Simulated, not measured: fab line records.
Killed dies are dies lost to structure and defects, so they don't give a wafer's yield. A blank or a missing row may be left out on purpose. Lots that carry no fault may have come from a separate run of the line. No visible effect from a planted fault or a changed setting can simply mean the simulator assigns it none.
What tool caused it? + flow n5Finfet + 24 lots with 72 wafers sampled at 6 steps, on a route of 1938 steps

## WHAT EACH GAUGE READ, for each wafer
The record lacks any reading of a measuring or inspecting step that a usual standard deviation could be used to judge.

## EACH LOT AND THE TOOL THAT RAN IT (in order: tool; ch and the chambers of the sampled wafers; start)
| lot  | N5_BEOL_M11_DEGAS_44        | N5_BEOL_M12_ETCH_67               | N5_BEOL_M12_DEGAS_41        | N5_BEOL_M12_SPUTTER_45      | N5_BEOL_M12_ANNEAL_48           | N5_BEOL_M12_DEP_53              |
|------|-----------------------------|-----------------------------------|-----------------------------|-----------------------------|---------------------------------|---------------------------------|
| L074 | pvdSputter-01, day 9 15:44  | rieDiel-04 ch 0,1, day 9 19:07    | pvdSputter-02, day 9 22:55  | pvdSputter-02, day 9 23:09  | rtpAnneal-01 ch 0, day 9 23:31  | pecvd-01 ch 0,1,2, day 10 00:10 |
| L077 | pvdSputter-02, day 10 16:21 | rieDiel-03 ch 0,2,3, day 10 19:52 | pvdSputter-01, day 10 21:13 | pvdSputter-01, day 10 21:28 | rtpAnneal-01 ch 0, day 10 22:02 | pecvd-01 ch 1,2, day 10 22:43   |
| L078 | pvdSputter-03, day 11 06:50 | rieDiel-01 ch 0,1,3, day 11 10:45 | pvdSputter-03, day 11 12:49 | pvdSputter-03, day 11 13:04 | rtpAnneal-02 ch 0, day 11 13:34 | pecvd-04 ch 0,1,2, day 11 14:14 |
| L075 | pvdSputter-01, day 11 10:28 | rieDiel-04 ch 1,3, day 11 14:16   | pvdSputter-01, day 11 16:11 | pvdSputter-01, day 11 16:25 | rtpAnneal-01 ch 0, day 11 16:46 | pecvd-03 ch 0,2, day 11 17:21   |
| L076 | pvdSputter-02, day 11 19:00 | rieDiel-04 ch 0,1, day 11 23:11   | pvdSputter-03, day 12 01:37 | pvdSputter-03, day 12 01:51 | rtpAnneal-02 ch 0, day 12 02:24 | pecvd-04 ch 0,1, day 12 03:03   |
| L080 | pvdSputter-02, day 11 21:43 | rieDiel-03 ch 0,2,3, day 12 03:12 | pvdSputter-01, day 12 06:24 | pvdSputter-01, day 12 06:38 | rtpAnneal-02 ch 0, day 12 06:55 | pecvd-01 ch 0,1, day 12 07:34   |
| L079 | pvdSputter-01, day 12 01:13 | rieDiel-04 ch 0,1, day 12 06:47   | pvdSputter-01, day 12 09:34 | pvdSputter-01, day 12 09:48 | rtpAnneal-01 ch 0, day 12 10:07 | pecvd-04 ch 0,2, day 12 10:43   |
| L081 | pvdSputter-02, day 13 01:32 | rieDiel-03 ch 1,2, day 13 05:26   | pvdSputter-01, day 13 08:40 | pvdSputter-01, day 13 08:54 | rtpAnneal-02 ch 0, day 13 09:13 | pecvd-03 ch 1,2, day 13 09:49   |
| L083 | pvdSputter-02, day 13 01:47 | rieDiel-01 ch 0,1,3, day 13 05:52 | pvdSputter-02, day 13 11:09 | pvdSputter-02, day 13 11:23 | rtpAnneal-02 ch 0, day 13 11:46 | pecvd-03 ch 0,1, day 13 12:25   |
| L082 | pvdSputter-01, day 13 01:52 | rieDiel-03 ch 0,3, day 13 06:02   | pvdSputter-03, day 13 10:58 | pvdSputter-03, day 13 11:13 | rtpAnneal-01 ch 0, day 13 11:34 | pecvd-01 ch 1,2, day 13 12:07   |
| L084 | pvdSputter-01, day 13 06:34 | rieDiel-01 ch 2,3, day 13 13:19   | pvdSputter-01, day 13 14:26 | pvdSputter-01, day 13 14:40 | rtpAnneal-02 ch 0, day 13 15:00 | pecvd-03 ch 0,2, day 13 15:40   |
| L085 | pvdSputter-02, day 13 10:57 | rieDiel-01 ch 1,2, day 13 15:12   | pvdSputter-03, day 13 17:58 | pvdSputter-03, day 13 18:12 | rtpAnneal-02 ch 0, day 13 19:02 | pecvd-04 ch 0,1, day 13 19:39   |
| L086 | pvdSputter-02, day 13 17:46 | rieDiel-04 ch 0,3, day 13 22:22   | pvdSputter-03, day 14 00:52 | pvdSputter-03, day 14 01:07 | rtpAnneal-01 ch 0, day 14 01:29 | pecvd-01 ch 0,1, day 14 02:06   |
| L087 | pvdSputter-01, day 14 06:36 | rieDiel-03 ch 0,1,2, day 14 09:50 | pvdSputter-02, day 14 11:14 | pvdSputter-02, day 14 11:28 | rtpAnneal-01 ch 0, day 14 11:59 | pecvd-04 ch 0,1, day 14 12:36   |
| L088 | pvdSputter-01, day 14 07:04 | rieDiel-01 ch 0,1, day 14 11:58   | pvdSputter-03, day 14 14:36 | pvdSputter-03, day 14 14:50 | rtpAnneal-02 ch 0, day 14 15:11 | pecvd-03 ch 0,2, day 14 15:45   |
| L089 | pvdSputter-01, day 14 09:46 | rieDiel-03 ch 0,1,3, day 14 13:38 | pvdSputter-02, day 14 16:14 | pvdSputter-02, day 14 16:29 | rtpAnneal-01 ch 0, day 14 16:49 | pecvd-03 ch 0,1, day 14 17:29   |
| L090 | pvdSputter-01, day 14 23:14 | rieDiel-04 ch 0,1,2, day 15 03:10 | pvdSputter-02, day 15 07:30 | pvdSputter-02, day 15 07:44 | rtpAnneal-01 ch 0, day 15 08:02 | pecvd-01 ch 0,1,2, day 15 08:41 |
| L091 | pvdSputter-02, day 15 07:57 | rieDiel-01 ch 0,2, day 15 11:52   | pvdSputter-02, day 15 13:48 | pvdSputter-02, day 15 14:02 | rtpAnneal-02 ch 0, day 15 14:18 | pecvd-04 ch 0,1,2, day 15 14:58 |
| L092 | pvdSputter-03, day 15 13:34 | rieDiel-04 ch 0,3, day 15 17:11   | pvdSputter-01, day 15 20:35 | pvdSputter-01, day 15 20:49 | rtpAnneal-01 ch 0, day 15 21:05 | pecvd-01 ch 1,2, day 15 21:45   |
| L093 | pvdSputter-02, day 15 13:43 | rieDiel-01 ch 2,3, day 15 17:57   | pvdSputter-02, day 15 22:01 | pvdSputter-02, day 15 22:15 | rtpAnneal-01 ch 0, day 15 22:31 | pecvd-03 ch 0,1, day 15 23:10   |
| L094 | pvdSputter-03, day 15 14:20 | rieDiel-04 ch 0,1,3, day 15 19:46 | pvdSputter-01, day 15 22:01 | pvdSputter-01, day 15 22:16 | rtpAnneal-01 ch 0, day 15 22:50 | pecvd-03 ch 0,2, day 15 23:26   |
| L095 | pvdSputter-02, day 16 01:44 | rieDiel-03 ch 0,1,2, day 16 07:16 | pvdSputter-01, day 16 09:31 | pvdSputter-01, day 16 09:46 | rtpAnneal-02 ch 0, day 16 10:04 | pecvd-04 ch 1,2, day 16 10:51   |
| L096 | pvdSputter-01, day 16 06:12 | rieDiel-01 ch 0,1, day 16 09:56   | pvdSputter-01, day 16 11:38 | pvdSputter-01, day 16 11:53 | rtpAnneal-01 ch 0, day 16 12:09 | pecvd-04 ch 1,2, day 16 12:49   |
| L097 | pvdSputter-01, day 16 09:55 | rieDiel-01 ch 1,2, day 16 14:08   | pvdSputter-03, day 16 18:13 | pvdSputter-03, day 16 18:29 | rtpAnneal-02 ch 0, day 16 18:52 | pecvd-01 ch 0,1,2, day 16 19:32 |
- N5_BEOL_M11_DEGAS_44: time 60 s.
- N5_BEOL_M12_ETCH_67: etches SiARC in CF4, target depth 143 nm, time 238.3 s.
- N5_BEOL_M12_DEGAS_41: time 60 s.
- N5_BEOL_M12_SPUTTER_45: material Cu, target thk 80 nm, time 13.33 s.
- N5_BEOL_M12_ANNEAL_48: time 90 s.
- N5_BEOL_M12_DEP_53: deposits SiCN from 3MS/NH3, target thk 30 nm, time 10.5 s.

## WHAT THE TOOLS THEMSELVES READ (means of the sampled wafers that have a number; where no wafer has one, the mark that the record gives instead)
N5_BEOL_M11_DEGAS_44.
| lot  | tool          | heaterPowerW (W) |
|------|---------------|------------------|
| L074 | pvdSputter-01 | 303              |
| L077 | pvdSputter-02 | 348              |
| L078 | pvdSputter-03 | 320              |
| L075 | pvdSputter-01 | 343              |
| L076 | pvdSputter-02 | 341              |
| L080 | pvdSputter-02 | 334              |
| L079 | pvdSputter-01 | 315              |
| L081 | pvdSputter-02 | 332              |
| L083 | pvdSputter-02 | 348              |
| L082 | pvdSputter-01 | 301              |
| L084 | pvdSputter-01 | 334              |
| L085 | pvdSputter-02 | 347              |
| L086 | pvdSputter-02 | 341              |
| L087 | pvdSputter-01 | 297              |
| L088 | pvdSputter-01 | 310              |
| L089 | pvdSputter-01 | 311              |
| L090 | pvdSputter-01 | 298              |
| L091 | pvdSputter-02 | 347              |
| L092 | pvdSputter-03 | 342              |
| L093 | pvdSputter-02 | 335              |
| L094 | pvdSputter-03 | 315              |
| L095 | pvdSputter-02 | 336              |
| L096 | pvdSputter-01 | 327              |
| L097 | pvdSputter-01 | 302              |

N5_BEOL_M12_ETCH_67.
| lot  | tool       | drypumpMotorCurrentA (A) | etchRfOnTimeS (s) | oesProductAu (a.u.) | rfVppV (V) | showerheadPlenumPTorr (Torr) | throttleValvePct (%) |
|------|------------|--------------------------|-------------------|---------------------|------------|------------------------------|----------------------|
| L074 | rieDiel-04 | 5.6                      | 243               | 0.63                | 184.2      | 2.18                         | 15.81                |
| L077 | rieDiel-03 | 5.8                      | 241               | 0.67                | 182.7      | 2.14                         | 15.60                |
| L078 | rieDiel-01 | 6.4                      | 238               | 0.67                | 185.0      | 2.18                         | 15.79                |
| L075 | rieDiel-04 | 5.9                      | 236               | 0.73                | 184.9      | 2.14                         | 15.52                |
| L076 | rieDiel-04 | 5.5                      | 242               | 0.77                | 183.8      | 2.15                         | 15.44                |
| L080 | rieDiel-03 | 5.8                      | 237               | 0.75                | 185.7      | 2.13                         | 15.44                |
| L079 | rieDiel-04 | 5.6                      | 244               | 0.69                | 184.2      | 2.18                         | 15.69                |
| L081 | rieDiel-03 | 6.0                      | 242               | 0.71                | 184.4      | 2.10                         | 15.65                |
| L083 | rieDiel-01 | 6.4                      | 240               | 0.66                | 183.7      | 2.18                         | 15.82                |
| L082 | rieDiel-03 | 5.9                      | 236               | 0.80                | 183.6      | 2.13                         | 15.30                |
| L084 | rieDiel-01 | 6.0                      | 240               | 0.66                | 185.1      | 2.15                         | 15.69                |
| L085 | rieDiel-01 | 6.2                      | 241               | 0.61                | 183.4      | 2.12                         | 15.72                |
| L086 | rieDiel-04 | 5.6                      | 240               | 0.76                | 183.8      | 2.10                         | 15.27                |
| L087 | rieDiel-03 | 5.8                      | 239               | 0.70                | 183.5      | 2.13                         | 15.56                |
| L088 | rieDiel-01 | 6.6                      | 239               | 0.62                | 184.1      | 2.16                         | 15.91                |
| L089 | rieDiel-03 | 5.9                      | 235               | 0.78                | 183.3      | 2.12                         | 15.38                |
| L090 | rieDiel-04 | 5.4                      | 238               | 0.66                | 184.8      | 2.14                         | 15.75                |
| L091 | rieDiel-01 | 6.1                      | 242               | 0.63                | 183.8      | 2.17                         | 15.66                |
| L092 | rieDiel-04 | 5.6                      | 240               | 0.74                | 184.4      | 2.10                         | 15.30                |
| L093 | rieDiel-01 | 6.0                      | 240               | 0.64                | 183.3      | 2.14                         | 15.73                |
| L094 | rieDiel-04 | 5.7                      | 239               | 0.69                | 183.7      | 2.13                         | 15.56                |
| L095 | rieDiel-03 | 5.8                      | 240               | 0.69                | 184.2      | 2.12                         | 15.60                |
| L096 | rieDiel-01 | 6.6                      | 238               | 0.77                | 183.9      | 2.16                         | 15.61                |
| L097 | rieDiel-01 | 6.4                      | 237               | 0.74                | 183.9      | 2.11                         | 15.55                |

N5_BEOL_M12_DEGAS_41.
| lot  | tool          | heaterPowerW (W) |
|------|---------------|------------------|
| L074 | pvdSputter-02 | 351              |
| L077 | pvdSputter-01 | 323              |
| L078 | pvdSputter-03 | 324              |
| L075 | pvdSputter-01 | 330              |
| L076 | pvdSputter-03 | 331              |
| L080 | pvdSputter-01 | 329              |
| L079 | pvdSputter-01 | 318              |
| L081 | pvdSputter-01 | 318              |
| L083 | pvdSputter-02 | 338              |
| L082 | pvdSputter-03 | 304              |
| L084 | pvdSputter-01 | 314              |
| L085 | pvdSputter-03 | 340              |
| L086 | pvdSputter-03 | 333              |
| L087 | pvdSputter-02 | 335              |
| L088 | pvdSputter-03 | 338              |
| L089 | pvdSputter-02 | 341              |
| L090 | pvdSputter-02 | 338              |
| L091 | pvdSputter-02 | 342              |
| L092 | pvdSputter-01 | 299              |
| L093 | pvdSputter-02 | 347              |
| L094 | pvdSputter-01 | 325              |
| L095 | pvdSputter-01 | 310              |
| L096 | pvdSputter-01 | 318              |
| L097 | pvdSputter-03 | 316              |

N5_BEOL_M12_SPUTTER_45.
| lot  | tool          | throttleValvePct (%) |
|------|---------------|----------------------|
| L074 | pvdSputter-02 | 28.8                 |
| L077 | pvdSputter-01 | 29.5                 |
| L078 | pvdSputter-03 | 29.7                 |
| L075 | pvdSputter-01 | 30.1                 |
| L076 | pvdSputter-03 | 29.4                 |
| L080 | pvdSputter-01 | 30.3                 |
| L079 | pvdSputter-01 | 29.6                 |
| L081 | pvdSputter-01 | 29.9                 |
| L083 | pvdSputter-02 | 30.0                 |
| L082 | pvdSputter-03 | 29.1                 |
| L084 | pvdSputter-01 | 30.7                 |
| L085 | pvdSputter-03 | 28.9                 |
| L086 | pvdSputter-03 | 28.3                 |
| L087 | pvdSputter-02 | 29.0                 |
| L088 | pvdSputter-03 | 29.4                 |
| L089 | pvdSputter-02 | 29.6                 |
| L090 | pvdSputter-02 | 29.1                 |
| L091 | pvdSputter-02 | 29.3                 |
| L092 | pvdSputter-01 | 30.0                 |
| L093 | pvdSputter-02 | 29.5                 |
| L094 | pvdSputter-01 | 30.8                 |
| L095 | pvdSputter-01 | 30.0                 |
| L096 | pvdSputter-01 | 30.0                 |
| L097 | pvdSputter-03 | 30.2                 |

N5_BEOL_M12_ANNEAL_48.
| lot  | tool         | wafer_temp_C_max |
|------|--------------|------------------|
| L074 | rtpAnneal-01 | 226.3            |
| L077 | rtpAnneal-01 | 226.2            |
| L078 | rtpAnneal-02 | 226.0            |
| L075 | rtpAnneal-01 | 226.5            |
| L076 | rtpAnneal-02 | 225.6            |
| L080 | rtpAnneal-02 | 225.9            |
| L079 | rtpAnneal-01 | 226.5            |
| L081 | rtpAnneal-02 | 225.9            |
| L083 | rtpAnneal-02 | 226.2            |
| L082 | rtpAnneal-01 | 226.3            |
| L084 | rtpAnneal-02 | 225.8            |
| L085 | rtpAnneal-02 | 226.0            |
| L086 | rtpAnneal-01 | 226.2            |
| L087 | rtpAnneal-01 | 226.4            |
| L088 | rtpAnneal-02 | 226.0            |
| L089 | rtpAnneal-01 | 226.5            |
| L090 | rtpAnneal-01 | 225.9            |
| L091 | rtpAnneal-02 | 225.6            |
| L092 | rtpAnneal-01 | 226.2            |
| L093 | rtpAnneal-01 | 226.4            |
| L094 | rtpAnneal-01 | 226.0            |
| L095 | rtpAnneal-02 | 225.9            |
| L096 | rtpAnneal-01 | 226.2            |
| L097 | rtpAnneal-02 | 225.7            |

N5_BEOL_M12_DEP_53.
| lot  | tool     | chamberPressureTorr (Torr) | showerheadPlenumPTorr (Torr) | throttleValvePct (%) |
|------|----------|----------------------------|------------------------------|----------------------|
| L074 | pecvd-01 | 3.003                      | 4.167                        | 17.8                 |
| L077 | pecvd-01 | 3.004                      | 4.161                        | 18.0                 |
| L078 | pecvd-04 | 2.995                      | 4.151                        | 17.7                 |
| L075 | pecvd-03 | 3.002                      | 4.140                        | 17.6                 |
| L076 | pecvd-04 | 2.991                      | 4.145                        | 18.2                 |
| L080 | pecvd-01 | 2.999                      | 4.160                        | 18.2                 |
| L079 | pecvd-04 | 2.991                      | 4.158                        | 17.0                 |
| L081 | pecvd-03 | 2.999                      | 4.133                        | 17.2                 |
| L083 | pecvd-03 | 2.997                      | 4.155                        | 17.4                 |
| L082 | pecvd-01 | 2.999                      | 4.175                        | 17.9                 |
| L084 | pecvd-03 | 3.010                      | 4.141                        | 17.7                 |
| L085 | pecvd-04 | 3.005                      | 4.143                        | 18.4                 |
| L086 | pecvd-01 | 3.003                      | 4.163                        | 18.1                 |
| L087 | pecvd-04 | 3.006                      | 4.144                        | 18.8                 |
| L088 | pecvd-03 | 2.996                      | 4.137                        | 17.5                 |
| L089 | pecvd-03 | 3.001                      | 4.154                        | 17.5                 |
| L090 | pecvd-01 | 3.000                      | 4.165                        | 18.0                 |
| L091 | pecvd-04 | 3.004                      | 4.154                        | 18.0                 |
| L092 | pecvd-01 | 3.009                      | 4.161                        | 18.1                 |
| L093 | pecvd-03 | 3.000                      | 4.148                        | 17.6                 |
| L094 | pecvd-03 | 2.998                      | 4.138                        | 17.4                 |
| L095 | pecvd-04 | 2.998                      | 4.158                        | 17.8                 |
| L096 | pecvd-04 | 3.003                      | 4.158                        | 17.9                 |
| L097 | pecvd-01 | 3.001                      | 4.166                        | 18.1                 |

## THE ANSWER, worked out from the rows above alone
Rule: the lots themselves supply what counts as usual. Put in order of their means at a reading, lots are off if they are a third of the lots or fewer, leave a main group of 4 or more, and stand apart from it by a gap of 3 or more times the standard deviation of the main group's means; of several such gaps the widest counts. Not used: any main group whose means are identical at the precision the tables above print for the reading. A lot without any number at a reading at which 4 lots or more have one is off too. Where the step has rows for the other lots, those lots are counted as sound. After the gauges, taken in route order, come the tools' own readings; for these a lot's mean is taken, as printed above. At the first step where some lot is off, the reading lying furthest off is the one used; lots without a number count as furthest.
No lot is off on any of the readings shown, so nothing can be concluded from this.

## WHAT THE SIMULATOR PUT IN
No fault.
